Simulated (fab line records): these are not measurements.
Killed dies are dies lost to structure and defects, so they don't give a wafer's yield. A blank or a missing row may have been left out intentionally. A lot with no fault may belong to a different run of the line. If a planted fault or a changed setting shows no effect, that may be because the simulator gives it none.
fab line records | flow nand-harc
record: lots: 5 | wafers: 15 | last-day: 31
route steps=1302 shown A_M1@1190 A_BONDPAD@1202 END@1302
lots untouched by any fault: they come from a run of this same line in which no faults occurred
start-h: hours from the record's opening day to when the first of the lot's shown wafers began | wait-h: time in hours since the lot's previous step | " same as the row above | L1.1+2: one row covering several wafers at once | - value missing, or start not given | * or withheld: withheld | < > ~ a bound
route shown NAME@n: names a module that has steps shown in the file, with the first one's number in the route | usual: average and standard deviation across the fault-free wafers | same: alike in all rows | chamber/n: place in a boat | sites: readings site by site | _std_site: how widely they spread, as a standard deviation | _edge_site: the outer-site mean with the inner-site mean subtracted | radius-mm: how far each site lies from the wafer's centre | mask NAME#n: copy n | behind: the tool/chamber that last shaped the wafer | hold: reason for holding the lot/hours on hold/outcome of the hold | device: the n, p or np transistor that did not switch | end of line: the same wafers' tests at the end of the route | a step without rows: its recipe alone | killed: dies that structure and defects cost at the first sort, which is not the same as the wafer's yield | map: the dies of a wafer, with x for killed, . for not killed, _ for no die there
set.NAME: the run value of the setting; set.NAME@STEP: its run value at that earlier step | model.NAME: the simulator's own value behind a step, which no gauge read
certain route steps with their lots: each step a table, each wafer a row
services: the hour from which a tool's chamber was out of use, counted from the record's first day as start-h (under 0 if before that day), plus the number of hours and why
== steps ==
step: NHARC_A_M1_PRE_CLEAN_30
recipe: time-s: 30 | temp-c: 280 | gas: H2/He
step: NHARC_A_M1_PVD_20
recipe: target-thk-a: 50 | bias-v: 168.6 | power-w: 15000 | chamber-pressure-pa: 0.12 | time-s: 8.06 | substrate-temp-c: 50 | material: TaN
usual: substrate-temp-c: 49.98/0.11 | throttle-valve-pct: 29.8/0.73
lot.wafer | tool           | chamber | start-h | wait-h | substrate-temp-c | throttle-valve-pct
L538.1    | pvd-sputter-01 | -       | -       | -      | 50.03            | 30.1
L538.2    | "              | -       | "       | "      | 50.03            | 30.4
L538.5    | "              | -       | "       | "      | 50.17            | 30.3
L543.2    | pvd-sputter-02 | -       | -       | -      | 49.94            | 29.2
L543.4    | "              | -       | "       | "      | 49.99            | 30.0
L543.3    | "              | -       | "       | "      | 49.90            | 29.7
L551.1    | pvd-sputter-01 | -       | -       | -      | 49.94            | 30.6
L551.4    | "              | -       | "       | "      | 50.07            | 30.4
L551.5    | "              | -       | "       | "      | 49.78            | 30.4
L555.1    | pvd-sputter-01 | -       | -       | -      | 50.21            | 30.5
L555.2    | "              | -       | "       | "      | 50.12            | 30.5
L555.5    | "              | -       | "       | "      | 50.01            | 31.4
L556.2    | pvd-sputter-02 | -       | -       | -      | 50.00            | 29.7
L556.3    | "              | -       | "       | "      | 49.94            | 29.8
L556.6    | "              | -       | "       | "      | 49.89            | 29.8
step: NHARC_A_M1_PVD_21
recipe: target-thk-a: 300 | chamber-pressure-pa: 5 | power-w: 5000 | substrate-temp-c: 30 | time-s: 20.49 | material: Cu
step: NHARC_A_M1_ECD_22
recipe: target-thk-a: 4000 | bath-temp-c: 25 | material: Cu
step: NHARC_A_M1_ANNEAL_31
recipe: temp-c: 225 | time-s: 90
usual: wafer_temp_C_max: 226.12/0.29
lot.wafer | tool          | chamber | start-h | wait-h | wafer_temp_C_max
L538.1    | rtp-anneal-02 | 0       | 529.97  | 0.3    | 226.69
L538.2    | "             | 0       | "       | "      | 226.58
L538.5    | "             | 0       | "       | "      | 226.26
L543.2    | rtp-anneal-01 | 0       | 579.55  | 0.4    | 226.13
L543.3    | "             | 0       | "       | "      | 226.11
L543.4    | "             | 0       | "       | "      | 226.41
L551.1    | rtp-anneal-02 | 0       | 666.98  | 0.3    | 226.20
L551.4    | "             | 0       | "       | "      | 226.08
L551.5    | "             | 0       | "       | "      | 226.39
L555.1    | rtp-anneal-01 | 0       | 680.69  | -      | 225.93
L555.2    | "             | 0       | "       | "      | 225.75
L555.5    | "             | 0       | "       | "      | 226.18
L556.2    | rtp-anneal-02 | 0       | 708.81  | -      | 226.37
L556.3    | "             | 0       | "       | "      | 226.14
L556.6    | "             | 0       | "       | "      | 226.14
step: NHARC_A_M1_CMP_23
recipe: t-overpolish-s: 20 | target-thk-nm: 154.34
usual: motor-current-A: 13.0/1.5 | time-to-endpoint-s: 29.0/2.3
lot.wafer | tool   | chamber | start-h | wait-h | motor-current-A | time-to-endpoint-s
L538.2    | cmp-01 | 1       | 530.35  | -      | 15.9            | 30.6
L538.1    | "      | 2       | "       | "      | 14.6            | 33.2
L538.5    | "      | 0       | "       | "      | 11.2            | 31.3
L543.3    | cmp-01 | 3       | 579.87  | -      | 11.4            | 29.2
L543.4    | "      | 0       | "       | "      | 11.0            | 25.1
L543.2    | "      | 1       | "       | "      | 15.6            | 28.5
L551.4    | cmp-02 | 3       | 667.67  | -      | 10.3            | 28.6
L551.1    | "      | 0       | "       | "      | 13.3            | 30.5
L551.5    | "      | 3       | "       | "      | 10.5            | 26.5
L555.2    | cmp-01 | 2       | 681.06  | -      | 13.1            | 34.2
L555.1    | "      | 3       | "       | "      | 11.9            | 30.0
L555.5    | "      | 1       | "       | "      | 15.6            | 34.3
L556.2    | cmp-02 | 3       | 709.16  | -      | 9.8             | 24.9
L556.3    | "      | 1       | "       | "      | 12.7            | 25.7
L556.6    | "      | 3       | "       | "      | 10.9            | 26.3
step: NHARC_A_M1_THK_MEAS_24
recipe: thk-meas-gauge: xrf
usual: thk-nm: 154.5/1.4
lot.wafer | tool          | chamber | start-h | wait-h | thk-nm
L538.1    | film-metro-01 | -       | 530.64  | -      | 154.7
L538.2    | "             | -       | "       | "      | 154.9
L538.5    | "             | -       | "       | "      | 155.3
L543.2    | film-metro-01 | -       | 580.16  | -      | 154.4
L543.3    | "             | -       | "       | "      | 154.4
L543.4    | "             | -       | "       | "      | 154.5
L551.1    | film-metro-01 | -       | 667.95  | -      | 153.5
L551.4    | "             | -       | "       | "      | 153.5
L551.5    | "             | -       | "       | "      | 150.7
L555.1    | film-metro-02 | -       | 681.35  | -      | 152.9
L555.2    | "             | -       | "       | "      | 154.0
L555.5    | "             | -       | "       | "      | 153.8
L556.2    | film-metro-02 | -       | 709.45  | -      | 153.7
L556.3    | "             | -       | "       | "      | 154.4
L556.6    | "             | -       | "       | "      | 155.1
step: NHARC_A_M1_SRD_25
step: NHARC_A_M1_INSPECT_27
usual: raw-defect-count: 552/120
lot.wafer | tool              | chamber | start-h | wait-h | raw-defect-count
L538.1    | defect-inspect-02 | -       | 530.79  | 0.0    | 657
L538.2    | "                 | -       | "       | "      | 666
L538.5    | "                 | -       | "       | "      | 696
L543.2    | defect-inspect-01 | -       | 580.34  | 0.0    | 558
L543.3    | "                 | -       | "       | "      | 627
L543.4    | "                 | -       | "       | "      | 691
L551.1    | defect-inspect-02 | -       | 668.11  | 0.0    | 309
L551.4    | "                 | -       | "       | "      | 410
L551.5    | "                 | -       | "       | "      | 418
L555.1    | defect-inspect-01 | -       | 681.51  | 0.0    | 536
L555.2    | "                 | -       | "       | "      | 397
L555.5    | "                 | -       | "       | "      | 495
L556.2    | defect-inspect-02 | -       | 709.61  | 0.0    | 461
L556.3    | "                 | -       | "       | "      | 499
L556.6    | "                 | -       | "       | "      | 542
step: NHARC_A_M1_PRE_CLEAN_32
recipe: time-s: 12 | temp-c: 370 | rf-power-w: 300 | gas: NH3
usual: heater-power-w: 632/95
lot.wafer | tool     | chamber | start-h | wait-h | heater-power-w
L538.1    | pecvd-03 | 1       | 530.86  | 0.1    | 726
L538.2    | "        | 0       | "       | "      | 582
L538.5    | "        | 1       | "       | "      | 688
L543.3    | pecvd-02 | 0       | 580.40  | 0.1    | 558
L543.2    | "        | 2       | "       | "      | 517
L543.4    | "        | 2       | "       | "      | 508
L551.1    | pecvd-03 | 2       | 668.20  | 0.1    | 490
L551.4    | "        | 1       | "       | "      | 737
L551.5    | "        | 2       | "       | "      | 490
L555.1    | pecvd-03 | 1       | 681.58  | 0.1    | 748
L555.2    | "        | 0       | "       | "      | 552
L555.5    | "        | 1       | "       | "      | 765
L556.3    | pecvd-02 | 1       | 709.69  | 0.1    | 750
L556.2    | "        | 2       | "       | "      | 503
L556.6    | "        | 2       | "       | "      | 506
step: NHARC_A_M1_DEP_33
recipe: target-thk-a: 300 | temp-c: 370 | target-thk-nm: 30 | pressure-torr: 3 | flow-sccm: 200 | rf-w: 450 | material: SiCN
step: NHARC_A_BONDPAD_DEP_00
recipe: target-thk-a: 2500 | temp-c: 370 | target-thk-nm: 250 | pressure-torr: 3 | flow-sccm: 200 | rf-w: 450 | material: SiCN
usual: heater-power-w: 591/77 | rf-fwd-power-W: 448.8/1.3 | showerhead-vpp-V: 1323/65
lot.wafer | tool     | chamber | start-h | wait-h | heater-power-w | rf-fwd-power-W | showerhead-vpp-V
L538.1    | pecvd-04 | 2       | 531.49  | -      | 659            | 449.7          | 1423
L538.2    | "        | 1       | "       | "      | 656            | 447.7          | 1311
L538.5    | "        | 0       | "       | "      | 610            | 448.5          | 1334
L543.2    | pecvd-04 | 1       | 581.09  | -      | 671            | 446.8          | 1279
L543.3    | "        | 2       | "       | "      | 617            | 449.8          | 1425
L543.4    | "        | 1       | "       | "      | 686            | 447.1          | 1309
L551.1    | pecvd-04 | 0       | 668.85  | -      | 573            | 449.0          | 1323
L551.4    | "        | 2       | "       | "      | 686            | 448.6          | 1431
L551.5    | "        | 1       | "       | "      | 714            | 270.4          | 1019
L555.1    | pecvd-03 | 1       | 682.20  | -      | 704            | 447.7          | 1300
L555.2    | "        | 0       | "       | "      | 568            | 446.1          | 1321
L555.5    | "        | 2       | "       | "      | 425            | 449.4          | 1335
L556.3    | pecvd-03 | 0       | 710.30  | -      | 621            | 448.6          | 1359
L556.2    | "        | 2       | "       | "      | 455            | 450.4          | 1361
L556.6    | "        | 0       | "       | "      | 628            | 449.5          | 1326
step: NHARC_A_BONDPAD_CMP_29
recipe: target-thk-nm: 200 | material: SiCN
usual: motor-current-A: 12.6/1.5
lot.wafer | tool   | chamber | start-h | wait-h | motor-current-A
L538.2    | cmp-04 | 3       | 531.92  | -      | 9.3
L538.1    | "      | 0       | "       | "      | 13.0
L538.5    | "      | 3       | "       | "      | 9.2
L543.3    | cmp-03 | 0       | 581.45  | -      | 14.4
L543.2    | "      | 1       | "       | "      | 12.2
L543.4    | "      | 3       | "       | "      | 12.4
L551.4    | cmp-01 | 2       | 669.22  | -      | 13.6
L551.1    | "      | 1       | "       | "      | 15.9
L551.5    | "      | 3       | "       | "      | 11.5
L555.1    | cmp-01 | 0       | 682.61  | -      | 11.5
L555.2    | "      | 3       | "       | "      | 11.6
L555.5    | "      | 0       | "       | "      | 11.8
L556.2    | cmp-01 | 0       | 710.71  | -      | 11.3
L556.3    | "      | 2       | "       | "      | 12.8
L556.6    | "      | 1       | "       | "      | 15.7
step: NHARC_END_SORT_01
recipe: temp-c: 25
usual: defect-limited-yield: 91.0/2.8 | killed-at-array: 56/18 | killed-at-other: 1.4/1.5 | killed-at-periphery: 4/3.1 | killed-dies: 61/19 | killed-open: 3.5/1.8 | killed-short: 2.4/1.4
same: gross-dies: 677
lot.wafer | tool      | chamber | start-h | wait-h | defect-limited-yield[%] | killed-at-array | killed-at-other | killed-at-periphery | killed-dies | killed-open | killed-short
L538.1    | prober-02 | 0       | 561.38  | 2.5    | 91.4                    | 56              | 0               | 2                   | 58          | 4           | 2
L538.2    | prober-02 | 0       | 562.19  | 2.8    | 88.6                    | 75              | 0               | 2                   | 77          | 4           | 5
L538.5    | prober-02 | 0       | 564.61  | 3.7    | 88.8                    | 73              | 0               | 3                   | 76          | 3           | 3
L543.2    | prober-02 | 0       | 613.12  | 2.8    | 93.5                    | 44              | 0               | 0                   | 44          | 2           | 2
L543.3    | prober-02 | 0       | 613.92  | 3.1    | 93.2                    | 42              | 3               | 1                   | 46          | 3           | 1
L543.4    | prober-02 | 0       | 614.72  | 3.4    | 93.1                    | 44              | 0               | 3                   | 47          | 8           | 4
killed by level:class
L538.1 A_CHANNEL_HOLE_D1:chamber-film-flake=30 A_SLIT:chamber-film-flake=9 A_STAIRCASE:chamber-film-flake=5 A_CHANNEL_HOLE_D2:chamber-film-flake=4 A_M1:geometric-particle:open=2 A_CONTACT:chamber-film-flake=2 P_CONTACT:geometric-particle:short=1 A_CHANNEL_FILL_D2:geometric-particle:short=1
L538.2 A_CHANNEL_HOLE_D1:chamber-film-flake=31 A_SLIT:chamber-film-flake=19 A_CHANNEL_HOLE_D2:chamber-film-flake=8 A_CONTACT:chamber-film-flake=6 A_CHANNEL_FILL_D1:chamber-film-flake=2 P_M0:geometric-particle:open=1 P_M2:geometric-particle:short=1 A_ONON_D1:geometric-particle:short=1
L538.5 A_CHANNEL_HOLE_D1:chamber-film-flake=31 A_SLIT:chamber-film-flake=20 A_CHANNEL_HOLE_D2:chamber-film-flake=5 A_CONTACT:chamber-film-flake=5 A_STAIRCASE:chamber-film-flake=3 P_M0:chamber-film-flake=2 A_CHANNEL_FILL_D1:chamber-film-flake=2 A_DECK1_JOINT:chamber-film-flake=2
L543.2 A_CHANNEL_HOLE_D2:chamber-film-flake=29 A_CHANNEL_FILL_D2:chamber-film-flake=3 A_CHANNEL_HOLE_D1:chamber-film-flake=2 A_STAIRCASE:chamber-film-flake=2 A_CONTACT:chamber-film-flake=2 A_ONON_D1:geometric-particle:short=1 A_CHANNEL_FILL_D1:geometric-particle:open=1 A_WL_FILL:geometric-particle:short=1
L543.3 A_CHANNEL_HOLE_D2:chamber-film-flake=27 A_CONTACT:chamber-film-flake=5 A_M0:geometric-particle:open=3 A_CHANNEL_HOLE_D1:chamber-film-flake=3 THIN_TSV:chamber-film-flake=3 A_CHANNEL_FILL_D2:chamber-film-flake=2 A_ONON_D1:geometric-particle:short=1 P_ZERO_WELL:chamber-film-flake=1
L543.4 A_CHANNEL_HOLE_D2:chamber-film-flake=25 A_CONTACT:chamber-film-flake=5 A_SLIT:chamber-film-flake=3 A_SGD_CUT:geometric-particle:open=2 P_STI:geometric-particle:short=1 P_M0:geometric-particle:open=1 P_M1:geometric-particle:open=1 A_ONON_D1:geometric-particle:open=1
== services ==
tool           | chamber | start-h | hours | kind
cmp-02         | -       | 508.38  | 1.7   | repair
pvd-sputter-01 | -       | 515.91  | 2.9   | repair
cmp-02         | -       | 517.66  | 0.5   | repair
cmp-02         | -       | 526.50  | 4.0   | pm
cmp-01         | -       | 545.18  | 0.6   | repair
pecvd-03       | -       | 547.09  | 13.0  | pm
cmp-04         | -       | 553.30  | 1.1   | repair
cmp-03         | -       | 558.61  | 4.0   | pm
pvd-sputter-02 | -       | 565.36  | 3.0   | repair
cmp-03         | -       | 574.06  | 0.7   | repair
cmp-03         | -       | 579.84  | 1.3   | repair
pvd-sputter-01 | -       | 582.47  | 10.0  | pm
cmp-01         | -       | 585.89  | 4.0   | pm
pecvd-02       | -       | 589.09  | 13.0  | pm
pvd-sputter-02 | -       | 591.73  | 17.8  | repair
cmp-02         | -       | 597.43  | 12.5  | repair
pvd-sputter-01 | -       | 620.81  | 5.6   | repair
cmp-02         | -       | 624.50  | 4.0   | pm
pecvd-04       | -       | 631.14  | 13.0  | pm
pvd-sputter-02 | -       | 638.00  | 10.0  | pm
cmp-02         | -       | 661.25  | 0.5   | repair
cmp-01         | -       | 683.89  | 4.0   | pm
pvd-sputter-02 | -       | 697.04  | 2.9   | repair
pecvd-04       | -       | 704.21  | 0.9   | repair
== key ==
first-sign: step: NHARC_A_BONDPAD_DEP_00 | reading: rf-fwd-power-W | direction: down | sigmas: 99+ | usual: * | struck: *
effect: step: NHARC_A_BONDPAD_DEP_00 | reading: showerhead-vpp-V | direction: down | sigmas: 4.7 | usual: 1323 | struck: 1019
met-at NHARC_A_BONDPAD_DEP_00
struck-wafers L551.5
onset-between 581.09 668.85
fault: kind: process-parameter-drift | tool: pecvd-04 | chamber: 1 | onset-h: 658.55 | steps: NHARC_A_BONDPAD_DEP_00 | channel: rf-w | offset: * | shape: step | end-h: 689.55 | acts-in: * | stated: *
